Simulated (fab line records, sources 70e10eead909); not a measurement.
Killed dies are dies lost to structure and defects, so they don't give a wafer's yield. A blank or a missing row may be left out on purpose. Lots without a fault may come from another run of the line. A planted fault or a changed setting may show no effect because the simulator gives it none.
Which tool did it? | flow nand_harc | 13 lots, 38 wafers sampled, at 5 steps of a route of 1302

WHAT THE GAUGES READ, wafer by wafer
NHARC_A_ZERO_WELL_CD_MEAS_10: target cd 2000 nm. Usual: cd_nm 2001.3 nm, standard deviation 2.4.
lot  | measured     | on        | cd_nm (nm)           | flag
L642 | day 7 05:06  | cd_sem-03 | 2001.6 1997.4 1998.2 |
L643 | day 7 10:07  | cd_sem-02 | 1999.8 2003.8 2001.9 |
L644 | day 7 23:19  | cd_sem-02 | 1998.1 2002.6 1999.9 |
L645 | day 8 06:50  | cd_sem-01 | 1999.3 2007.1 2002.2 |
L647 | day 8 19:34  | cd_sem-02 | 1998.0 2003.1 1997.9 |
L649 | day 9 21:59  | cd_sem-01 | 1999.5 2001.0 1999.5 |
L650 | day 10 00:39 | cd_sem-02 | 1998.9 1999.9 2000.1 |
L652 | day 11 00:36 | cd_sem-02 | 2003.7 2001.1 2003.4 |
L653 | day 11 13:08 | cd_sem-02 | 1997.3 2004.2 2001.9 |
L654 | day 11 16:53 | cd_sem-02 | 2005.4 1998.6 2006.0 |
L660 | day 14 12:37 | cd_sem-02 | 2000.2 2001.8        |
L661 | day 14 20:32 | cd_sem-03 | 2001.2 2002.5 2001.3 |
L662 | day 15 18:28 | cd_sem-01 | 1999.8 2000.5 1996.6 |

NHARC_END_SORT_01. Usual: killed_at_array 61, standard deviation 24; killed_at_other 1.2, standard deviation 1.3; killed_at_periphery 3.7, standard deviation 2.6; killed_dies 66, standard deviation 23; killed_open 3.3, standard deviation 1.8; killed_short 2.4, standard deviation 1.6.
lot  | measured     | on        | killed_at_array | killed_at_other | killed_at_periphery | killed_dies | killed_open | killed_short | flag
L650 | day 26 22:04 | prober-01 | 117 107 106     | 0 1 0           | 8 7 6               | 125 115 112 | 2 3 3       | 6 5 6        |

WHICH TOOL RAN EACH LOT (tool, then ch and the chambers of the sampled wafers, then the start)
lot  | NHARC_P_BONDPAD_CMP_32        | NHARC_P_BONDPAD_ETCH_37            | NHARC_A_ZERO_WELL_SOFTBAKE_05
L642 | cmp-01 ch 1,2, day 7 00:22    | rie_diel-10 ch 0,1,2, day 7 01:22  | litho_track-02 ch 0, day 7 04:00
L643 | cmp-01 ch 0,2,3, day 7 05:32  | rie_diel-10 ch 1,2,3, day 7 06:30  | litho_track-03 ch 0, day 7 09:00
L644 | cmp-04 ch 1,2,3, day 7 18:41  | rie_diel-10 ch 1,2, day 7 19:38    | litho_track-05 ch 0, day 7 22:00
L645 | cmp-02 ch 0,1,3, day 8 02:05  | rie_diel-12 ch 1,2, day 8 03:10    | litho_track-05 ch 0, day 8 06:00
L647 | cmp-02 ch 0,2,3, day 8 14:20  | rie_diel-01 ch 0,1,3, day 8 15:28  | litho_track-03 ch 0, day 8 19:00
L649 | cmp-01 ch 0,2,3, day 9 17:01  | rie_diel-12 ch 0,1, day 9 17:59    | litho_track-02 ch 0, day 9 21:00
L650 | cmp-02 ch 0,3, day 9 20:03    | rie_diel-12 ch 0,1,3, day 9 21:01  | litho_track-05 ch 0, day 10 00:00
L652 | cmp-01 ch 0,1,3, day 10 19:37 | rie_diel-01 ch 0,2, day 10 20:42   | litho_track-05 ch 0, day 11 00:00
L653 | cmp-02 ch 0,2,3, day 11 08:16 | rie_diel-12 ch 0,1,2, day 11 09:21 | litho_track-05 ch 0, day 11 12:00
L654 | cmp-02 ch 1,2,3, day 11 12:13 | rie_diel-12 ch 0,2,3, day 11 13:13 | litho_track-02 ch 0, day 11 16:00
L660 | cmp-01 ch 0,3, day 14 07:52   | rie_diel-12 ch 1, day 14 08:59     | litho_track-05 ch 0, day 14 12:00
L661 | cmp-01 ch 0,2,3, day 14 15:41 | rie_diel-10 ch 2,3, day 14 16:45   | litho_track-05 ch 0, day 14 20:00
L662 | cmp-04 ch 1,2,3, day 15 13:37 | rie_diel-01 ch 0,1,3, day 15 14:44 | litho_track-05 ch 0, day 15 18:00
- NHARC_P_BONDPAD_CMP_32: polishes SiCN, target thk 200 nm.
- NHARC_P_BONDPAD_ETCH_37: etches the open film in N2/H2, target depth 60 nm, overetch 18 nm, time 65.91 s.
- NHARC_A_ZERO_WELL_SOFTBAKE_05: time 70 s.

WHAT THE TOOLS THEMSELVES READ (means of the sampled wafers that have a number; where no wafer has one, the mark that the record gives instead)
NHARC_P_BONDPAD_CMP_32. Usual: edge_zone_pressure_frac 1.000, standard deviation 0.0048; motor_current_A 12.3 A, standard deviation 1.3; pad_life_wafers 148, standard deviation 84; retaining_ring_pressure_frac 1.000, standard deviation 0.0051.
lot  | tool   | edge_zone_pressure_frac | motor_current_A (A) | pad_life_wafers | retaining_ring_pressure_frac | flag
L642 | cmp-01 | 0.998                   | 11.8                | 158             | 0.996                        |
L643 | cmp-01 | 0.996                   | 12.8                | 176             | 0.998                        |
L644 | cmp-04 | 1.001                   | 13.1                | 164             | 1.003                        |
L645 | cmp-02 | 0.999                   | 12.1                | 98              | 0.995                        |
L647 | cmp-02 | 0.996                   | 11.3                | 157             | 1.000                        |
L649 | cmp-01 | 0.999                   | 13.4                | 67              | 1.000                        |
L650 | cmp-02 | 0.999                   | 11.6                | 266             | 0.997                        |
L652 | cmp-01 | 1.000                   | 12.7                | 164             | 0.999                        |
L653 | cmp-02 | 1.000                   | 11.2                | 2               | 0.998                        |
L654 | cmp-02 | 1.007                   | 12.2                | 14              | 1.001                        |
L660 | cmp-01 | 0.995                   | 13.3                | 144             | 0.997                        |
L661 | cmp-01 | 0.998                   | 13.2                | 182             | 0.998                        |
L662 | cmp-04 | 1.001                   | 13.4                | 133             | 1.000                        |

NHARC_P_BONDPAD_ETCH_37. Usual: drypump_motor_current_A 5.6 A, standard deviation 0.31; oes_product_au 0.993 a.u., standard deviation 0.013; rf_vpp_V 431.9 V, standard deviation 2.6; showerhead_plenum_p_Torr 2.09 Torr, standard deviation 0.094; throttle_valve_pct 14.170 %, standard deviation 0.0089.
lot  | tool        | drypump_motor_current_A (A) | oes_product_au (a.u.) | rf_vpp_V (V) | showerhead_plenum_p_Torr (Torr) | throttle_valve_pct (%) | flag
L642 | rie_diel-10 | 5.7                         | 0.995                 | 430.8        | 2.07                            | 14.178                 |
L643 | rie_diel-10 | 5.6                         | 0.988                 | 431.5        | 2.08                            | 14.163                 |
L644 | rie_diel-10 | 5.7                         | 0.981                 | 430.9        | 2.03                            | 14.177                 |
L645 | rie_diel-12 | 5.3                         | 1.001                 | 431.6        | 2.09                            | 14.179                 |
L647 | rie_diel-01 | 5.8                         | 1.008                 | 431.0        | 2.06                            | 14.173                 |
L649 | rie_diel-12 | 5.8                         | 0.994                 | 429.7        | 2.01                            | 14.171                 |
L650 | rie_diel-12 | 5.8                         | 0.989                 | 431.8        | 2.09                            | 14.174                 |
L652 | rie_diel-01 | 5.7                         | 0.998                 | 430.3        | 2.04                            | 14.179                 |
L653 | rie_diel-12 | 5.7                         | 1.001                 | 431.5        | 2.09                            | 14.174                 |
L654 | rie_diel-12 | 5.7                         | 0.994                 | 433.8        | 2.17                            | 14.171                 |
L660 | rie_diel-12 | 5.6                         | 1.006                 | 426.6        | 1.94                            | 14.171                 |
L661 | rie_diel-10 | 5.6                         | 0.984                 | 431.4        | 2.09                            | 14.174                 |
L662 | rie_diel-01 | 5.8                         | 0.996                 | 431.3        | 2.06                            | 14.172                 |

NHARC_A_ZERO_WELL_SOFTBAKE_05. Usual: heater_power_total_W 201.0 W, standard deviation 1.3.
lot  | tool           | heater_power_total_W (W) | flag
L642 | litho_track-02 | 201.2                    |
L643 | litho_track-03 | 200.5                    |
L644 | litho_track-05 | 200.4                    |
L645 | litho_track-05 | 200.9                    |
L647 | litho_track-03 | 200.3                    |
L649 | litho_track-02 | 201.7                    |
L650 | litho_track-05 | 201.6                    |
L652 | litho_track-05 | 201.1                    |
L653 | litho_track-05 | 200.8                    |
L654 | litho_track-02 | 200.4                    |
L660 | litho_track-05 | 217.9                    | OFF
L661 | litho_track-05 | 211.4                    | OFF
L662 | litho_track-05 | 212.2                    | OFF

THE ANSWER, worked out from the rows above alone
Rule: a lot is off if the mean of its wafers that have a number lies more than 3 standard deviations from the usual mean. A lot without any number at a reading at which 4 lots or more have one is off too. The other lots that the step has rows for count as sound. The gauges are gone through in route order, then the tools' own readings, and for those a lot's mean is taken as printed above. The first step at which some lot is off is used, and at that step the reading that is off furthest; a lot without a number counts as furthest.
Off: L660, L661, L662, at NHARC_A_ZERO_WELL_SOFTBAKE_05 (heater_power_total_W).
A tool fits if, at that step or a process step before it, it ran every lot that is off, and no sound lot after the first of them. One fits: litho_track-05 at NHARC_A_ZERO_WELL_SOFTBAKE_05. Its last sound lot is L653 (day 11 12:00), its first lot that is off L660 (day 14 12:00): a fault that began between those two fits.
The tool's own readings at NHARC_A_ZERO_WELL_SOFTBAKE_05 bear it out: on the lots that are off they differ by more than 5 times the standard deviation of the sound lots' means. heater_power_total_W reads 213.8 W there against 200.9 W on the sound lots.

WHAT THE SIMULATOR HAD PUT IN
Process parameter drift: litho_track-05, from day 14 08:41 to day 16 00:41, at NHARC_A_ZERO_WELL_SOFTBAKE_05. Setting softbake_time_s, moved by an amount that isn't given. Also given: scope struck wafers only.
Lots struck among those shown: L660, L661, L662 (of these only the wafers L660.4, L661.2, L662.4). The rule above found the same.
